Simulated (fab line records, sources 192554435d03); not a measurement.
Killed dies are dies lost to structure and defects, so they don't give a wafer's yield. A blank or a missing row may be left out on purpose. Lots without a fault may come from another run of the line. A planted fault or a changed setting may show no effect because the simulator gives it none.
A struck lot beside a sound one | flow n5_finfet | 37 steps out of a route of 1938
Sound: wafers L545.1, L545.3, L545.5. Struck: wafers L558.1, L558.2, L558.3. The cause comes at the end.
At each step with rows: each side's tool, then ch and its chambers, then its first start. Under that, the readings that differ: sound wafers | struck wafers | difference of the means | sigmas: that difference in standard deviations of wafers without a fault.
alike: readings whose means differ by less than 2 such deviations, and words and numbers that are the same on both sides. not compared: withheld readings, readings that some wafer has no value for, bounds like >300 that may hide the same value, and numbers for which the record gives no deviation and whose values overlap.
The two part at a step that has a row with sigmas, a row that says differs or no value, or rows on one side only. Numbers that don't overlap but have no deviation are shown without sigmas and don't part them. A reading that every wafer of one side lacks parts them only if that side has two wafers or more.

first, 12 steps without rows for these wafers: N5_GATE_CUT_STRIP_39 (strips in N2/H2); N5_GATE_CUT_HM_OPEN_40 (chemistry C4F6/O2, target SiO2, target depth 139 nm, time 85.1 s); N5_GATE_CUT_STRIP_41 (strips in CF4); N5_GATE_CUT_STRIP_42 (strips in O2); N5_GATE_CUT_ETCH_19 (etches SiNx in CH3F/O2, target depth 53.7 nm, time 76.7 s); N5_GATE_CUT_CUT_ETCH_53 (etches W in SF6/Cl2, target depth 79.2 nm); N5_GATE_CUT_CUT_ETCH_54 (etches TiN in Cl2/BCl3, target depth 96.7 nm); N5_GATE_CUT_CUT_ETCH_55 (etches HfO2 in BCl3, target depth 3.2 nm); N5_GATE_CUT_ETCH_47 (etches SiO2 in Cl2/BCl3, target depth 10 nm); N5_GATE_CUT_VAPOR_ETCH_48 (etches TiN in BCl3/Cl2); N5_GATE_CUT_VAPOR_ETCH_49 (etches TiAlC in BCl3/Cl2); N5_GATE_CUT_VAPOR_ETCH_51 (etches HfO2 in BCl3/Cl2).
N5_GATE_CUT_STRIP_21: strips in N2/H2, time 30 s.
  sound on plasma_asher-02 ch 1, day 5 21:02; struck on plasma_asher-02 ch 0,1, day 8 21:33
  alike: drypump_motor_current_A, heater_power_w
  not compared: rf_hours_counter_h
then, 23 steps without rows for these wafers: N5_GATE_CUT_STRIP_29 (strips in post etch residue remover, time 60 s); N5_GATE_CUT_SRD_52 (time 30 s); N5_GATE_CUT_ALD_22 (deposits SiNx, target thk 16 nm, pulse time 1 s, ald cycles 320); N5_GATE_CUT_CMP_23 (polishes, stops on SiO2, t overpolish 23.4 s, target thk 16 nm); N5_GATE_CUT_CMP_43 (polishes SiO2); N5_GATE_CUT_CMP_61 (polishes, stops on SiNx, t overpolish 3 s); N5_MOL_CONTACT_COAG_COAT_103 (time 60 s, resist thk 80 nm); N5_MOL_CONTACT_COAG_COAT_104 (time 60 s, resist thk 12 nm); N5_MOL_CONTACT_COAG_COAT_58 (time 60 s, resist thk 10 nm); N5_MOL_CONTACT_COAG_COAT_02 (resist thk 30 nm); N5_MOL_CONTACT_COAG_EBR_04; N5_MOL_CONTACT_COAG_SOFTBAKE_03 (time 60 s); N5_MOL_CONTACT_COAG_EXPOSE_05 (exposes mask CA, defocus 0 nm); N5_MOL_CONTACT_COAG_PEB_06 (peb time 60 s); N5_MOL_CONTACT_COAG_DEVELOP_07 (develop time 30 s); N5_MOL_CONTACT_COAG_DESCUM_13 (chemistry O2, time 7 s); N5_MOL_CONTACT_COAG_ETCH_59 (etches underlayer in N2/H2, target depth 13 nm, time 10.4 s); N5_MOL_CONTACT_COAG_ETCH_105 (etches SiARC in CF4, target depth 15.6 nm, time 26 s); N5_MOL_CONTACT_COAG_ETCH_106 (etches SOC in N2/H2, target depth 80 nm, overetch 16 nm, time 120 s); N5_MOL_CONTACT_COAG_STRIP_107 (strips in N2/H2); N5_MOL_CONTACT_COAG_STRIP_108 (strips in N2/H2); N5_MOL_CONTACT_COAG_CONTACT_ETCH_14 (etches SiO2 in C4F6/O2, target depth 27.5 nm, overetch 8.5 nm, time 20 s); N5_MOL_CONTACT_COAG_STRIP_109 (strips in C4F6/O2).
-- the record jumps here: 8 days lie between the struck wafers' starts before and after (it left off in module MOL_CONTACT_COAG and takes up again in module PASSIVATION, whose first step shown is number 1936 of the route) --
N5_PASSIVATION_PROBE_49:
  sound on prober-01, day 13 20:43; struck on prober-02, day 16 16:29
  reading                  | sound          | struck         | difference | sigmas
  defect_limited_yield (%) | 91.9 92.6 90.9 | 85.3 82.5 85.6 | -7.3       | -4
  killed_at_M4_up          | 28 24 22       | 7 14 10        | -14        | -3
  killed_at_front_end      | 27 28 42       | 110 142 112    | +89        | +7
  killed_dies              | 95 87 107      | 173 207 170    | +87        | +4
  killed_on_rim            | 8 19 16        | 33 29 22       | +14        | +3
  sort_bin_5_function (%)  | 4.2 5.2 4.8    | 8.5 11.0 9.7   | +5.0       | +5
  sort_n_pass              | 1085 1093 1073 | 1007 973 1010  | -87        | -4
  sort_yield_pct (%)       | 91.9 92.6 90.9 | 85.3 82.5 85.6 | -7.3       | -4
  alike: killed_at_M0_to_M3, killed_at_contacts, killed_at_other, killed_open, killed_short, sort_bin_6_memory

WHERE THEY PART
Only at N5_PASSIVATION_PROBE_49, within this record.

WHY: what the simulator had put in
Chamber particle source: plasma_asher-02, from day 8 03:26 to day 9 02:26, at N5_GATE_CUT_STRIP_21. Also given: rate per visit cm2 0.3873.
